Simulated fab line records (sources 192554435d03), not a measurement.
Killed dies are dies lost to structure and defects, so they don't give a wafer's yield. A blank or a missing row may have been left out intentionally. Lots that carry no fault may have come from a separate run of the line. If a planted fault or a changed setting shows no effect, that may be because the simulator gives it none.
Split-lot experiment :: flow n5_finfet :: 21 wafers read from 7 lots, route of 1938 steps

## SPLIT DETAILS
At N5_BEOL_M5_TRENCH_ETCH_37 (etches SiCOH lowk in C4F6/O2, target depth 71.652 nm, time 24.7 s), the setting time_s was moved away from the recipe's 24.7 s on 10 of the 21 wafers read, by -19.3% to +20.1%. For the rest of the wafers, this setting stayed at what the recipe calls for.

## FROM THE SPLIT TO THE READING: what the file shows between them, 13 steps
- N5_BEOL_M5_ETCH_41: etches SiCN in CH3F/O2, target depth 31.5 nm, time 56.7 s
- N5_BEOL_M5_STRIP_91: strips in N2/H2, time 10 s
- N5_BEOL_M5_OCD_MEAS_38
- N5_BEOL_M5_HM_STRIP_39: strips TiN in peroxide tin strip, target depth 25 nm, time 158 s
- N5_BEOL_M5_SRD_40: time 30 s
- N5_BEOL_M5_ECD_50: material Cu, target thk 300 nm
- N5_BEOL_M5_ANNEAL_51: time 90 s
- N5_BEOL_M5_CMP_52: polishes, stops on SiCOH lowk, t overpolish 6.9 s, target thk 62 nm
- N5_BEOL_M5_THK_MEAS_53: measures by xrf
- N5_BEOL_M5_PRE_CLEAN_77: time 15 s
- N5_BEOL_M5_CO_CAP_78: material Co, precursor CCTBA/H2, target thk 2 nm, time 102.1 s
- N5_BEOL_M5_PRE_CLEAN_55: time 15 s
- N5_BEOL_M5_DEP_56: deposits SiCN from 3MS/NH3, target thk 8 nm, time 14 s

## THE READING
M5_RS (ohm/sq), read at N5_BEOL_M5_RS_MEAS_57 with a four-point probe. Fault-free wafers of this fab line usually give 0.383 ohm/sq, standard deviation 0.013 ohm/sq.

wafer: L076.2
tool, chamber at the split: rie_diel-04, 3
time_s as run, s: 26.81
against the recipe: +8.5%
M5_RS, ohm/sq: 0.332
against lot-mates on the recipe: -0.050

wafer: L076.3
tool, chamber at the split: rie_diel-04, 2
time_s as run, s: 26.81
against the recipe: +8.5%
M5_RS, ohm/sq: 0.327
against lot-mates on the recipe: -0.055

wafer: L076.4
tool, chamber at the split: rie_diel-04, 1
time_s as run, s: 24.7
against the recipe: recipe
M5_RS, ohm/sq: 0.382
against lot-mates on the recipe: -

wafer: L081.1
tool, chamber at the split: rie_diel-06, 1
time_s as run, s: 24.7
against the recipe: recipe
M5_RS, ohm/sq: 0.384
against lot-mates on the recipe: -

wafer: L081.4
tool, chamber at the split: rie_diel-06, 2
time_s as run, s: 24.7
against the recipe: recipe
M5_RS, ohm/sq: 0.391
against lot-mates on the recipe: -

wafer: L081.5
tool, chamber at the split: rie_diel-06, 1
time_s as run, s: 29.66
against the recipe: +20.1%
M5_RS, ohm/sq: 0.300
against lot-mates on the recipe: -0.088

wafer: L083.1
tool, chamber at the split: rie_diel-02, 0
time_s as run, s: 26.16
against the recipe: +5.9%
M5_RS, ohm/sq: 0.365
against lot-mates on the recipe: no lot-mate on the recipe

wafer: L083.2
tool, chamber at the split: rie_diel-02, 3
time_s as run, s: 26.16
against the recipe: +5.9%
M5_RS, ohm/sq: 0.371
against lot-mates on the recipe: no lot-mate on the recipe

wafer: L083.5
tool, chamber at the split: rie_diel-02, 3
time_s as run, s: 26.16
against the recipe: +5.9%
M5_RS, ohm/sq: 0.351
against lot-mates on the recipe: no lot-mate on the recipe

wafer: L091.1
tool, chamber at the split: rie_diel-06, 0
time_s as run, s: 24.7
against the recipe: recipe
M5_RS, ohm/sq: 0.386
against lot-mates on the recipe: -

wafer: L091.3
tool, chamber at the split: rie_diel-06, 3
time_s as run, s: 24.7
against the recipe: recipe
M5_RS, ohm/sq: 0.372
against lot-mates on the recipe: -

wafer: L091.6
tool, chamber at the split: rie_diel-06, 1
time_s as run, s: 26.68
against the recipe: +8.0%
M5_RS, ohm/sq: 0.341
against lot-mates on the recipe: -0.038

wafer: L090.4
tool, chamber at the split: rie_diel-06, 2
time_s as run, s: 19.93
against the recipe: -19.3%
M5_RS, ohm/sq: 0.516
against lot-mates on the recipe: +0.137

wafer: L090.5
tool, chamber at the split: rie_diel-06, 0
time_s as run, s: 24.7
against the recipe: recipe
M5_RS, ohm/sq: 0.372
against lot-mates on the recipe: -

wafer: L090.6
tool, chamber at the split: rie_diel-06, 1
time_s as run, s: 24.7
against the recipe: recipe
M5_RS, ohm/sq: 0.387
against lot-mates on the recipe: -

wafer: L093.1
tool, chamber at the split: rie_diel-02, 3
time_s as run, s: 24.7
against the recipe: recipe
M5_RS, ohm/sq: 0.396
against lot-mates on the recipe: -

wafer: L093.3
tool, chamber at the split: rie_diel-02, 1
time_s as run, s: 24.7
against the recipe: recipe
M5_RS, ohm/sq: 0.379
against lot-mates on the recipe: -

wafer: L093.6
tool, chamber at the split: rie_diel-02, 1
time_s as run, s: 24.7
against the recipe: recipe
M5_RS, ohm/sq: 0.386
against lot-mates on the recipe: -

wafer: L095.1
tool, chamber at the split: rie_diel-04, 0
time_s as run, s: 21.14
against the recipe: -14.4%
M5_RS, ohm/sq: 0.464
against lot-mates on the recipe: +0.087

wafer: L095.5
tool, chamber at the split: rie_diel-04, 3
time_s as run, s: 21.14
against the recipe: -14.4%
M5_RS, ohm/sq: 0.490
against lot-mates on the recipe: +0.113

wafer: L095.6
tool, chamber at the split: rie_diel-04, 2
time_s as run, s: 24.7
against the recipe: recipe
M5_RS, ohm/sq: 0.377
against lot-mates on the recipe: -

THE FIT
A straight line over all 21 wafers: M5_RS changes by -0.00573 ohm/sq for each +1% of time_s; r = -0.97; the points scatter about the line by 0.012 ohm/sq.
The same after taking each lot's own level away (the mean of its wafers on the recipe; 18 wafers): -0.00604 ohm/sq for each +1%; r = -0.98; scatter 0.012 ohm/sq.
Per that fit: largest time_s move, reading shift of 0.12 ohm/sq.
The lots' own levels span 0.3770 to 0.3875 ohm/sq, that is 0.8 times the standard deviation above.
So the lot-to-lot level changes the slope little: the two slopes agree.
Check: for one of the wafers moved furthest among these (+20.1%), held out of the fit, the line's prediction against its lot-mates is -0.132 ohm/sq. Against them it came out at -0.0875 ohm/sq.

## THESE WAFERS: OTHER SPLITS
These wafers also went through other splits before the reading. Each is held against what the fit with the lots' levels taken away leaves over:
other split on the same wafers: N5_BEOL_M2_DESCUM_16 time_s
wafers away from the commonest value: 7
r with M5_RS (lot level and that fit taken away): +0.17

other split on the same wafers: N5_BEOL_M2_COAT_22 spin_rpm
wafers away from the commonest value: 10
r with M5_RS (lot level and that fit taken away): -0.31

other split on the same wafers: N5_BEOL_M2_ETCH_69 bias_w
wafers away from the commonest value: 7
r with M5_RS (lot level and that fit taken away): +0.19

other split on the same wafers: N5_BEOL_M3_TRENCH_ETCH_37 source_w
wafers away from the commonest value: 6
r with M5_RS (lot level and that fit taken away): -0.10

other split on the same wafers: N5_BEOL_M5_ETCH_68 bias_w
wafers away from the commonest value: 8
r with M5_RS (lot level and that fit taken away): +0.04

## THE WHOLE CHAIN: every reading that the file lists as answering this split, in the file's order
step: N5_BEOL_M5_TRENCH_ETCH_37
what it does: etches SiCOH lowk in C4F6/O2, target depth 71.652 nm, time 24.7 s
reading: BEOL_M5.feature_depth_nm (the simulator's own value, which no gauge read)
change (the file's fit): +0.753 nm for each +1% of the setting
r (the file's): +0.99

step: N5_BEOL_M5_TRENCH_ETCH_37
what it does: etches SiCOH lowk in C4F6/O2, target depth 71.652 nm, time 24.7 s
reading: etch.depth_nm (the simulator's own value, which no gauge read)
change (the file's fit): +0.754 nm for each +1% of the setting
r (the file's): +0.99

step: N5_BEOL_M5_OCD_MEAS_38
what it does: 
reading: trench_depth_nm
change (the file's fit): +0.751 nm for each +1% of the setting
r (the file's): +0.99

step: N5_BEOL_M5_CMP_52
what it does: polishes, stops on SiCOH lowk, t overpolish 6.9 s, target thk 62 nm
reading: Cu_of_BEOL_M5_ECD_50.thk_nm (the simulator's own value, which no gauge read)
change (the file's fit): +0.746 nm for each +1% of the setting
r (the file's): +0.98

step: N5_BEOL_M5_THK_MEAS_53
what it does: measures by xrf
reading: M5_THK
change (the file's fit): +0.756 for each +1% of the setting
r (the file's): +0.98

step: N5_BEOL_M5_RS_MEAS_57
what it does: measures by four-point-probe
reading: M5_RS
change (the file's fit): -0.00587 for each +1% of the setting
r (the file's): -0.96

## FILE'S OWN FIT
M5_RS changes by -0.00587 ohm/sq for each +1% of time_s, r = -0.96.
